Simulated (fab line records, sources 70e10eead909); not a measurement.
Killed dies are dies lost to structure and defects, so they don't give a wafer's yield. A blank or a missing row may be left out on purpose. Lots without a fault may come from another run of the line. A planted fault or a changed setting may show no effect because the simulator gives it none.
fab line records | flow nand_harc
record lots=15 wafers=45 last_day=24
route steps=1159 shown P_CONTACT@244 P_M0@266
lots that met no fault: from a run of the same line without faults
start_h: hours from the record's first day to the start of the lot's first wafer shown | wait_h: hours since the lot's step before | " the same as in the row above | L1.1+2: a row that stands for several wafers | - no value, or no start given | * or withheld: withheld | < > ~ a bound
route shown NAME@n: a module of which the file shows steps, and the number in the route of the first | usual: mean/standard deviation of fault-free wafers | same: alike in all rows | chamber/n: place in a boat | sites: the reading at each site | _std_site: their standard deviation | _edge_site: outer sites' mean less inner sites' | radius_mm: how far each site lies from the wafer's centre | mask NAME#n: copy n | behind: the tool/chamber that last shaped the wafer | hold: why the lot was held/for how many hours/how that ended | device: the transistor (n, p or np) that didn't switch | end of line: the same wafers' tests at the end of the route | a step without rows: its recipe alone | killed: dies lost to structure and defects at the first sort, not the wafer's yield | map: a wafer's dies, x killed, . not, _ none there
set.NAME: the setting as run; set.NAME@STEP: as run at that earlier step | model.NAME: the simulator's own value behind a step, which no gauge read
steps of the route over a sample of lots; a table a step, a row a wafer
services: from which hour (start_h, from the record's first day; less than 0 if before it) a tool's chamber was out of use, for how many hours, and why
## steps
# step NHARC_P_CONTACT_DEGAS_38
# recipe temp_c=300 time_s=60
# usual heater_power_w=436/48
# columns lot.wafer tool chamber start_h wait_h heater_power_w
L766.1 pvd_sputter-01 - 120.44 - 567
L766.3 " - " " 399
L766.6 " - " " 550
L765.3 pvd_sputter-03 - 121.03 - 436
L765.2 " - " " 460
L765.5 " - " " 467
L767.2 pvd_sputter-02 - 125.13 - 412
L767.4 " - " " 398
L767.3 " - " " 474
L769.4 pvd_sputter-02 - 132.49 - 394
L769.1 " - " " 480
L769.5 " - " " 411
L768.3 pvd_sputter-01 - 132.96 - 397
L768.5 " - " " 378
L768.6 " - " " 556
L771.4 pvd_sputter-03 - 147.08 - 403
L771.2 " - " " 461
L771.5 " - " " 399
L772.2 pvd_sputter-03 - 155.66 - 399
L772.5 " - " " 397
L772.6 " - " " 438
L773.1 pvd_sputter-02 - 161.45 - 461
L773.4 " - " " 413
L773.5 " - " " 400
L774.1 pvd_sputter-03 - 164.92 - 463
L774.3 " - " " 448
L774.5 " - " " 455
L781.1 pvd_sputter-03 - 208.40 - 445
L781.3 " - " " 391
L781.5 " - " " 450
L782.3 pvd_sputter-02 - 208.84 - 421
L782.1 " - " " 426
L782.6 " - " " 407
L783.1 pvd_sputter-03 - 227.08 - 457
L783.2 " - " " 466
L783.6 " - " " 448
L785.3 pvd_sputter-02 - 228.62 - 382
L785.1 " - " " 431
L785.6 " - " " 439
L787.2 pvd_sputter-03 - 240.06 - 454
L787.1 " - " " 470
L787.5 " - " " 405
L786.4 pvd_sputter-01 - 240.36 - 582
L786.5 " - " " 375
L786.6 " - " " 582
# step NHARC_P_M0_DESCUM_14
# recipe time_s=3 o2_flow_sccm=200 ar_flow_sccm=0 bias_power_w=0 chemistry=O2
# usual drypump_motor_current_A=5.7/0.31 oes_product_au=0.996/0.014 rf_vpp_V=57.8/0.88 showerhead_plenum_p_Torr=1.91/0.099 throttle_valve_pct=11.311/0.0095
# same bias_power_w=0
# columns lot.wafer tool chamber start_h wait_h drypump_motor_current_A oes_product_au rf_hours_counter_h rf_vpp_V showerhead_plenum_p_Torr throttle_valve_pct
L766.1 rie_diel-06 1 128.08 0.1 6.1 0.973 4 57.1 1.83 11.320
L766.3 " 2 " " 5.4 1.012 5 58.2 2.07 11.297
L766.6 " 0 " " 6.1 0.987 - 57.9 2.02 11.319
L765.3 rie_diel-04 3 130.10 0.1 6.0 0.984 1 57.5 1.98 11.313
L765.2 " 2 " " 6.0 1.011 1 57.6 1.86 11.296
L765.5 " 3 " " 6.0 0.979 - 58.7 1.98 11.300
L767.3 rie_diel-06 2 137.33 0.1 5.5 1.017 5 58.0 2.07 11.307
L767.4 " 3 " " 5.8 1.024 5 58.8 1.87 11.313
L767.2 " 0 " " 6.1 0.992 4 57.8 2.02 11.287
L769.4 rie_diel-06 3 140.87 0.1 5.8 0.997 5 57.5 1.87 11.315
L769.1 " 0 " " 6.1 0.999 4 58.9 2.02 11.320
L769.5 " 3 " " 5.8 1.015 - 57.7 1.87 11.316
L768.3 rie_diel-07 0 141.42 0.1 5.7 0.981 7 57.6 1.80 11.319
L768.6 " 0 " " 5.7 0.973 - 56.8 1.80 11.311
L768.5 " 1 " " 5.0 1.007 - 59.1 2.06 11.311
L771.4 rie_diel-06 0 150.29 0.1 6.2 0.997 5 58.3 2.02 11.302
L771.2 " 1 " " 6.1 0.972 6 57.3 1.83 11.304
L771.5 " 2 " " 5.5 1.016 - 58.0 2.07 11.319
L772.2 rie_diel-07 2 159.10 0.1 5.6 0.998 8 55.8 1.80 11.318
L772.6 " 1 " " 5.0 0.979 - 57.9 2.06 11.313
L772.5 " 2 " " 5.6 1.001 - 54.5 1.80 11.330
L773.4 rie_diel-04 0 170.07 0.1 5.8 1.003 3 58.4 1.99 11.295
L773.1 " 2 " " 6.0 0.999 4 56.7 1.86 11.315
L773.5 " 3 " " 6.0 0.996 - 59.6 1.98 11.313
L774.1 rie_diel-06 1 173.21 0.1 6.1 1.001 7 57.9 1.83 11.314
L774.3 " 2 " " 5.5 1.011 8 56.8 2.07 11.304
L774.5 " 1 " " 6.1 0.985 - 57.0 1.83 11.308
L781.3 rie_diel-07 3 214.32 0.1 5.5 0.993 12 57.4 1.82 11.310
L781.1 " 1 " " 5.0 0.997 12 57.1 2.06 11.325
L781.5 " 0 " " 5.7 0.983 - 57.6 1.80 11.307
L782.1 rie_diel-04 0 214.58 0.1 5.8 1.002 6 58.3 1.99 11.314
L782.3 " 3 " " 6.0 0.990 8 57.6 1.98 11.312
L782.6 " 1 " " 5.7 0.977 - 55.9 1.85 11.302
L783.1 rie_diel-04 0 234.51 0.1 5.8 0.991 7 57.9 1.99 11.319
L783.2 " 2 " " 6.0 0.993 7 57.5 1.86 11.309
L783.6 " 0 " " 5.7 1.001 - 57.5 1.99 11.301
L785.1 rie_diel-04 3 235.00 0.1 6.0 0.986 8 58.7 1.98 11.302
L785.3 " 0 " " 5.8 0.998 7 57.5 1.99 11.320
L785.6 " 1 " " 5.7 0.998 - 56.7 1.85 11.323
L787.2 rie_diel-07 0 242.77 0.1 5.7 0.990 0 57.0 1.80 11.315
L787.1 " 1 " " 5.0 1.008 0 57.7 2.06 11.305
L787.5 " 2 " " 5.6 0.994 - 55.9 1.80 11.311
L786.4 rie_diel-07 3 243.08 0.1 5.5 1.013 0 57.9 1.82 11.314
L786.6 " 0 " " 5.7 1.007 - 56.2 1.80 11.319
L786.5 " 1 " " 5.0 1.010 - 57.8 2.06 11.322
# step NHARC_P_M0_PVD_20
# recipe target_thk_a=50 bias_v=168.6 power_w=15000 chamber_pressure_pa=0.12 time_s=8.06 substrate_temp_c=50 material=TaN
# usual bias_v=168.6/1.7 cathode_dc_power_W=15000/2.7 chamber_pressure_pa=0.12/0.00022 throttle_valve_pct=29.8/1.1
# columns lot.wafer tool chamber start_h wait_h bias_v cathode_dc_power_W chamber_pressure_pa throttle_valve_pct
L766.3 pvd_sputter-02 - 129.11 - 168.3 15003 0.12016 29.4
L766.1 " - " " 169.9 15004 0.11979 29.1
L766.6 " - " " 165.5 15004 0.11986 27.4
L765.3 pvd_sputter-02 - 131.12 - 168.8 15004 0.1199 30.1
L765.2 " - " " 171.8 15003 0.11954 27.7
L765.5 " - " " 166.0 15001 0.12009 30.5
L767.4 pvd_sputter-02 - 138.35 - 168.0 15000 0.12005 29.2
L767.3 " - " " 172.1 14998 0.12011 29.7
L767.2 " - " " 168.8 15002 0.12 30.1
L769.4 pvd_sputter-02 - 141.93 - 168.9 15003 0.11979 27.3
L769.1 " - " " 171.1 14996 0.11973 29.4
L769.5 " - " " 168.6 15001 0.11996 30.3
L768.3 pvd_sputter-01 - 142.46 - 164.7 14999 0.11995 29.3
L768.5 " - " " 168.8 15000 0.12003 31.3
L768.6 " - " " 167.9 14998 0.12007 29.5
L771.4 pvd_sputter-01 - 151.41 - - - - -
L771.2 " - " " - - - -
L771.5 " - " " - - - -
L772.2 pvd_sputter-02 - 160.23 - - - - -
L772.5 " - " " - - - -
L772.6 " - " " - - - -
L773.4 pvd_sputter-01 - 171.13 - - - - -
L773.1 " - " " - - - -
L773.5 " - " " - - - -
L774.3 pvd_sputter-03 - 174.26 - 169.3 14999 0.11991 29.9
L774.1 " - " " 168.3 15001 0.12001 31.0
L774.5 " - " " 171.4 14998 0.12064 29.6
L781.3 pvd_sputter-03 - 215.35 - 170.6 15002 0.12003 30.1
L781.1 " - " " 169.1 14999 0.12003 28.9
L781.5 " - " " 167.6 15003 0.11996 30.0
L782.3 pvd_sputter-03 - 215.66 - 168.3 14999 0.12008 28.7
L782.1 " - " " 169.2 15001 0.12021 30.1
L782.6 " - " " 168.6 15000 0.11988 29.9
L783.2 pvd_sputter-02 - 235.54 - 168.3 14999 0.12022 31.3
L783.1 " - " " 171.2 15002 0.12004 28.6
L783.6 " - " " 168.0 14999 0.12016 28.1
L785.1 pvd_sputter-03 - 236.02 - 167.8 14996 0.11987 28.2
L785.3 " - " " 171.5 14998 0.12013 31.0
L785.6 " - " " 168.7 15006 0.11999 28.5
L787.2 pvd_sputter-02 - 243.87 - 166.7 14995 0.11958 31.1
L787.1 " - " " 170.2 14998 0.12024 28.7
L787.5 " - " " 166.5 14997 0.11988 31.2
L786.4 pvd_sputter-03 - 244.27 - 167.2 15002 0.11985 30.2
L786.6 " - " " 168.3 15004 0.12035 29.8
L786.5 " - " " 167.8 15000 0.11999 28.4
# step NHARC_P_M0_CMP_23
# recipe t_overpolish_s=20 target_thk_nm=117.53
# usual motor_current_A=12.3/1.2 time_to_endpoint_s=29/3.8
# columns lot.wafer tool chamber start_h wait_h motor_current_A time_to_endpoint_s
L766.1 cmp-04 1 130.07 - 11.7 26
L766.3 " 2 " " 14.1 27
L766.6 " 1 " " 11.6 28
L765.3 cmp-03 1 132.12 - 12.1 31
L765.2 " 3 " " 15.3 33
L765.5 " 2 " " 13.3 29
L767.2 cmp-02 1 139.34 - 11.6 31
L767.4 " 2 " " 11.7 25
L767.3 " 3 " " 13.0 27
L769.1 cmp-02 2 142.92 - 11.9 24
L769.4 " 3 " " 13.4 28
L769.5 " 1 " " 11.8 28
L768.3 cmp-03 1 143.47 - 11.9 31
L768.5 " 0 " " 10.1 35
L768.6 " 1 " " 11.5 30
L771.4 cmp-04 2 152.36 - 12.8 21
L771.2 " 1 " " 11.9 24
L771.5 " 2 " " 14.1 23
L772.2 cmp-02 2 161.21 - 11.9 26
L772.5 " 2 " " 11.1 27
L772.6 " 3 " " 12.9 27
L773.4 cmp-03 1 172.12 - 11.8 24
L773.1 " 2 " " 13.1 23
L773.5 " 0 " " 10.3 28
L774.1 cmp-02 1 175.23 - 11.8 30
L774.3 " 2 " " 10.8 25
L774.5 " 0 " " 13.6 22
L781.3 cmp-04 1 216.31 - 11.6 29
L781.1 " 2 " " 13.5 32
L781.5 " 1 " " 12.2 30
L782.1 cmp-04 0 216.72 - 13.0 33
L782.3 " 1 " " 11.5 27
L782.6 " 2 " " 13.3 27
L783.2 cmp-04 1 236.53 - 11.7 28
L783.1 " 3 " " 11.4 37
L783.6 " 1 " " 11.3 30
L785.1 cmp-04 3 237.04 - 11.5 33
L785.3 " 0 " " 13.2 36
L785.6 " 3 " " 11.1 35
L786.4 cmp-03 1 245.36 - 11.2 28
L786.6 " 1 " " 11.7 29
L786.5 " 2 " " 12.4 23
L787.2 cmp-02 3 245.36 - 12.9 29
L787.1 " 0 " " 14.1 26
L787.5 " 1 " " 11.5 31
## services
# columns tool chamber start_h hours kind
rie_diel-04 - 98.95 0.2 repair
pvd_sputter-03 - 102.00 10.0 pm
cmp-04 - 105.00 4.0 pm
rie_diel-04 - 111.90 9.0 pm
cmp-02 - 129.96 4.0 pm
cmp-02 - 134.37 0.7 repair
cmp-02 - 147.73 1.6 repair
pvd_sputter-02 - 148.48 3.7 repair
pvd_sputter-01 - 158.00 10.0 pm
cmp-04 - 164.84 4.5 repair
rie_diel-06 3 165.73 2.3 repair
cmp-02 - 168.21 2.6 repair
rie_diel-04 1 174.27 6.7 repair
pvd_sputter-03 - 176.10 4.3 repair
rie_diel-07 2 178.39 15.6 repair
pvd_sputter-03 - 184.20 6.2 repair
cmp-04 - 195.17 0.2 repair
rie_diel-06 0 200.61 12.9 repair
cmp-04 - 203.00 4.0 pm
rie_diel-04 0 203.80 3.2 repair
rie_diel-04 1 206.23 5.3 repair
pvd_sputter-02 - 214.00 10.0 pm
pvd_sputter-02 - 241.48 1.1 repair
cmp-04 - 244.91 1.0 repair
## key
first_sign step=NHARC_P_M0_PVD_20 reading=tool_record direction=missing
effect none on later readings
met_at NHARC_P_M0_PVD_20
struck_lots L771,L772,L773
later_rows_left_out L771.2,L771.4,L771.5,L772.2,L772.5,L772.6,L773.1,L773.4,L773.5
sort_left_out L771.2,L771.4,L771.5,L772.2,L772.5,L772.6,L773.1,L773.4,L773.5
not_acting_at NHARC_P_CONTACT_DEGAS_38,NHARC_P_M0_DESCUM_14,NHARC_P_M0_CMP_23
onset_between 142.46 151.41
fault kind=skipped_step_whole tool=pvd_sputter-01,pvd_sputter-02 chamber=- onset_h=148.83 steps=NHARC_P_M0_PVD_20 scope=struck_lots_only
# sort_left_out: the simulated sort isn't trusted on such a fault, so these wafers' sort isn't shown, and their yield isn't known
# later_rows_left_out: the simulator's readings of these wafers behind a module that went badly wrong aren't trusted and aren't shown, but for the sort
